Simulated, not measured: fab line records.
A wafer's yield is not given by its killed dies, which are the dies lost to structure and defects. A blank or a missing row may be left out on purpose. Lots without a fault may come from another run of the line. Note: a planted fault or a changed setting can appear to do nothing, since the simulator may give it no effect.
Split-lot trial || flow n5-finfet || 39 wafers read from 7 lots, route of 1938 steps

## ABOUT THE SPLIT
At N5_ZERO_LAYER_PECVD_02 (deposits SiO2 from SiH4/N2O, target thk 10 nm, time 6 s), the setting time-s was moved away from the recipe's 6 s on 18 of the 39 wafers read, by -59.0% to +59.5%. This setting was run at the recipe's value on the other wafers.

The reading comes from the split's own step.

## THE READING
SiO2_of_ZERO_LAYER_PECVD_02.thk-nm (the simulator's own value, which no gauge read), in nm, at N5_ZERO_LAYER_PECVD_02 (deposits SiO2 from SiH4/N2O, target thk 10 nm, time 6 s). No usual value for it is given in the file. Average 10.027 nm, standard deviation 0.14 nm, over the 21 wafers here run with the recipe.

{"wafer": "L074.1", "tool, chamber at the split": "pecvd-01, 1", "time-s as run, s": 6, "against the recipe": "recipe", "SiO2_of_ZERO_LAYER_PECVD_02.thk-nm, nm": 9.796, "against lot-mates on the recipe": "-"}
{"wafer": "L074.2", "tool, chamber at the split": "pecvd-01, 0", "time-s as run, s": 9.568, "against the recipe": "+59.5%", "SiO2_of_ZERO_LAYER_PECVD_02.thk-nm, nm": 15.72, "against lot-mates on the recipe": "+5.796"}
{"wafer": "L074.3", "tool, chamber at the split": "pecvd-01, 2", "time-s as run, s": 9.568, "against the recipe": "+59.5%", "SiO2_of_ZERO_LAYER_PECVD_02.thk-nm, nm": 15.67, "against lot-mates on the recipe": "+5.746"}
{"wafer": "L074.4", "tool, chamber at the split": "pecvd-01, 2", "time-s as run, s": 6, "against the recipe": "recipe", "SiO2_of_ZERO_LAYER_PECVD_02.thk-nm, nm": 9.917, "against lot-mates on the recipe": "-"}
{"wafer": "L074.5", "tool, chamber at the split": "pecvd-01, 0", "time-s as run, s": 9.568, "against the recipe": "+59.5%", "SiO2_of_ZERO_LAYER_PECVD_02.thk-nm, nm": 16.22, "against lot-mates on the recipe": "+6.296"}
{"wafer": "L074.6", "tool, chamber at the split": "pecvd-01, 1", "time-s as run, s": 6, "against the recipe": "recipe", "SiO2_of_ZERO_LAYER_PECVD_02.thk-nm, nm": 10.06, "against lot-mates on the recipe": "-"}
{"wafer": "L078.1", "tool, chamber at the split": "pecvd-01, 1", "time-s as run, s": 2.987, "against the recipe": "-50.2%", "SiO2_of_ZERO_LAYER_PECVD_02.thk-nm, nm": 5.172, "against lot-mates on the recipe": -4.958}
{"wafer": "L078.2", "tool, chamber at the split": "pecvd-01, 0", "time-s as run, s": 6, "against the recipe": "recipe", "SiO2_of_ZERO_LAYER_PECVD_02.thk-nm, nm": 10.03, "against lot-mates on the recipe": "-"}
{"wafer": "L078.3", "tool, chamber at the split": "pecvd-01, 2", "time-s as run, s": 2.987, "against the recipe": "-50.2%", "SiO2_of_ZERO_LAYER_PECVD_02.thk-nm, nm": 4.738, "against lot-mates on the recipe": -5.392}
{"wafer": "L078.4", "tool, chamber at the split": "pecvd-01, 1", "time-s as run, s": 6, "against the recipe": "recipe", "SiO2_of_ZERO_LAYER_PECVD_02.thk-nm, nm": 10.19, "against lot-mates on the recipe": "-"}
{"wafer": "L078.5", "tool, chamber at the split": "pecvd-01, 2", "time-s as run, s": 2.987, "against the recipe": "-50.2%", "SiO2_of_ZERO_LAYER_PECVD_02.thk-nm, nm": 5.073, "against lot-mates on the recipe": -5.057}
{"wafer": "L078.6", "tool, chamber at the split": "pecvd-01, 0", "time-s as run, s": 6, "against the recipe": "recipe", "SiO2_of_ZERO_LAYER_PECVD_02.thk-nm, nm": 10.17, "against lot-mates on the recipe": "-"}
{"wafer": "L080.1", "tool, chamber at the split": "pecvd-01, 0", "time-s as run, s": 6, "against the recipe": "recipe", "SiO2_of_ZERO_LAYER_PECVD_02.thk-nm, nm": 9.769, "against lot-mates on the recipe": "-"}
{"wafer": "L080.2", "tool, chamber at the split": "pecvd-01, 2", "time-s as run, s": 5.01, "against the recipe": "-16.5%", "SiO2_of_ZERO_LAYER_PECVD_02.thk-nm, nm": 8.329, "against lot-mates on the recipe": -1.591}
{"wafer": "L080.3", "tool, chamber at the split": "pecvd-01, 1", "time-s as run, s": 5.01, "against the recipe": "-16.5%", "SiO2_of_ZERO_LAYER_PECVD_02.thk-nm, nm": 8.153, "against lot-mates on the recipe": -1.767}
{"wafer": "L080.4", "tool, chamber at the split": "pecvd-01, 1", "time-s as run, s": 5.01, "against the recipe": "-16.5%", "SiO2_of_ZERO_LAYER_PECVD_02.thk-nm, nm": 8.303, "against lot-mates on the recipe": -1.617}
{"wafer": "L080.5", "tool, chamber at the split": "pecvd-01, 0", "time-s as run, s": 6, "against the recipe": "recipe", "SiO2_of_ZERO_LAYER_PECVD_02.thk-nm, nm": 9.961, "against lot-mates on the recipe": "-"}
{"wafer": "L080.6", "tool, chamber at the split": "pecvd-01, 2", "time-s as run, s": 6, "against the recipe": "recipe", "SiO2_of_ZERO_LAYER_PECVD_02.thk-nm, nm": 10.03, "against lot-mates on the recipe": "-"}
{"wafer": "L081.2", "tool, chamber at the split": "pecvd-03, 0", "time-s as run, s": 6, "against the recipe": "recipe", "SiO2_of_ZERO_LAYER_PECVD_02.thk-nm, nm": 9.915, "against lot-mates on the recipe": "-"}
{"wafer": "L081.5", "tool, chamber at the split": "pecvd-03, 2", "time-s as run, s": 6, "against the recipe": "recipe", "SiO2_of_ZERO_LAYER_PECVD_02.thk-nm, nm": 10.14, "against lot-mates on the recipe": "-"}
{"wafer": "L081.6", "tool, chamber at the split": "pecvd-03, 1", "time-s as run, s": 6, "against the recipe": "recipe", "SiO2_of_ZERO_LAYER_PECVD_02.thk-nm, nm": 10.09, "against lot-mates on the recipe": "-"}
{"wafer": "L084.1", "tool, chamber at the split": "pecvd-02, 2", "time-s as run, s": 2.459, "against the recipe": "-59.0%", "SiO2_of_ZERO_LAYER_PECVD_02.thk-nm, nm": 3.99, "against lot-mates on the recipe": -5.947}
{"wafer": "L084.2", "tool, chamber at the split": "pecvd-02, 0", "time-s as run, s": 6, "against the recipe": "recipe", "SiO2_of_ZERO_LAYER_PECVD_02.thk-nm, nm": 9.858, "against lot-mates on the recipe": "-"}
{"wafer": "L084.3", "tool, chamber at the split": "pecvd-02, 1", "time-s as run, s": 6, "against the recipe": "recipe", "SiO2_of_ZERO_LAYER_PECVD_02.thk-nm, nm": 9.923, "against lot-mates on the recipe": "-"}
{"wafer": "L084.4", "tool, chamber at the split": "pecvd-02, 2", "time-s as run, s": 2.459, "against the recipe": "-59.0%", "SiO2_of_ZERO_LAYER_PECVD_02.thk-nm, nm": 4.156, "against lot-mates on the recipe": -5.781}
{"wafer": "L084.5", "tool, chamber at the split": "pecvd-02, 0", "time-s as run, s": 6, "against the recipe": "recipe", "SiO2_of_ZERO_LAYER_PECVD_02.thk-nm, nm": 10.03, "against lot-mates on the recipe": "-"}
{"wafer": "L084.6", "tool, chamber at the split": "pecvd-02, 1", "time-s as run, s": 2.459, "against the recipe": "-59.0%", "SiO2_of_ZERO_LAYER_PECVD_02.thk-nm, nm": 4.197, "against lot-mates on the recipe": -5.740}
{"wafer": "L088.1", "tool, chamber at the split": "pecvd-02, 0", "time-s as run, s": 6, "against the recipe": "recipe", "SiO2_of_ZERO_LAYER_PECVD_02.thk-nm, nm": 10.01, "against lot-mates on the recipe": "-"}
{"wafer": "L088.2", "tool, chamber at the split": "pecvd-02, 1", "time-s as run, s": 6, "against the recipe": "recipe", "SiO2_of_ZERO_LAYER_PECVD_02.thk-nm, nm": 9.941, "against lot-mates on the recipe": "-"}
{"wafer": "L088.3", "tool, chamber at the split": "pecvd-02, 2", "time-s as run, s": 3.746, "against the recipe": "-37.6%", "SiO2_of_ZERO_LAYER_PECVD_02.thk-nm, nm": 6.264, "against lot-mates on the recipe": -3.743}
{"wafer": "L088.4", "tool, chamber at the split": "pecvd-02, 0", "time-s as run, s": 6, "against the recipe": "recipe", "SiO2_of_ZERO_LAYER_PECVD_02.thk-nm, nm": 10.07, "against lot-mates on the recipe": "-"}
{"wafer": "L088.5", "tool, chamber at the split": "pecvd-02, 2", "time-s as run, s": 3.746, "against the recipe": "-37.6%", "SiO2_of_ZERO_LAYER_PECVD_02.thk-nm, nm": 6.291, "against lot-mates on the recipe": -3.716}
{"wafer": "L088.6", "tool, chamber at the split": "pecvd-02, 1", "time-s as run, s": 3.746, "against the recipe": "-37.6%", "SiO2_of_ZERO_LAYER_PECVD_02.thk-nm, nm": 6.333, "against lot-mates on the recipe": -3.674}
{"wafer": "L090.1", "tool, chamber at the split": "pecvd-01, 2", "time-s as run, s": 8.46, "against the recipe": "+41.0%", "SiO2_of_ZERO_LAYER_PECVD_02.thk-nm, nm": 14.31, "against lot-mates on the recipe": "+4.090"}
{"wafer": "L090.2", "tool, chamber at the split": "pecvd-01, 0", "time-s as run, s": 6, "against the recipe": "recipe", "SiO2_of_ZERO_LAYER_PECVD_02.thk-nm, nm": 10.23, "against lot-mates on the recipe": "-"}
{"wafer": "L090.3", "tool, chamber at the split": "pecvd-01, 1", "time-s as run, s": 6, "against the recipe": "recipe", "SiO2_of_ZERO_LAYER_PECVD_02.thk-nm, nm": 10.12, "against lot-mates on the recipe": "-"}
{"wafer": "L090.4", "tool, chamber at the split": "pecvd-01, 2", "time-s as run, s": 8.46, "against the recipe": "+41.0%", "SiO2_of_ZERO_LAYER_PECVD_02.thk-nm, nm": 14.44, "against lot-mates on the recipe": "+4.220"}
{"wafer": "L090.5", "tool, chamber at the split": "pecvd-01, 0", "time-s as run, s": 6, "against the recipe": "recipe", "SiO2_of_ZERO_LAYER_PECVD_02.thk-nm, nm": 10.31, "against lot-mates on the recipe": "-"}
{"wafer": "L090.6", "tool, chamber at the split": "pecvd-01, 1", "time-s as run, s": 8.46, "against the recipe": "+41.0%", "SiO2_of_ZERO_LAYER_PECVD_02.thk-nm, nm": 14.52, "against lot-mates on the recipe": "+4.300"}

THE FIT
A straight line over all 39 wafers: SiO2_of_ZERO_LAYER_PECVD_02.thk-nm changes by +0.101 nm for each +1% of time-s; r = +1.00; the points scatter about the line by 0.17 nm.
The same after taking each lot's own level away (the mean of its wafers on the recipe; 39 wafers): +0.1 nm for each +1%; r = +1.00; scatter 0.13 nm.
On that fit, the largest move of time-s shifts the reading by 6 nm.
The span of the lots' own levels, 9.9200 to 10.2200 nm, comes to 2.2 times the standard deviation stated above.
So the lot-to-lot level changes the slope little: the two slopes agree.
Check: for one of the wafers moved furthest among these (+59.5%), held out of the fit, the line's prediction against its lot-mates is +6 nm. Against them it came out at +5.8 nm.

## FILE'S OWN FIT
SiO2_of_ZERO_LAYER_PECVD_02.thk-nm changes by +0.1 nm for each +1% of time-s, r = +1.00.
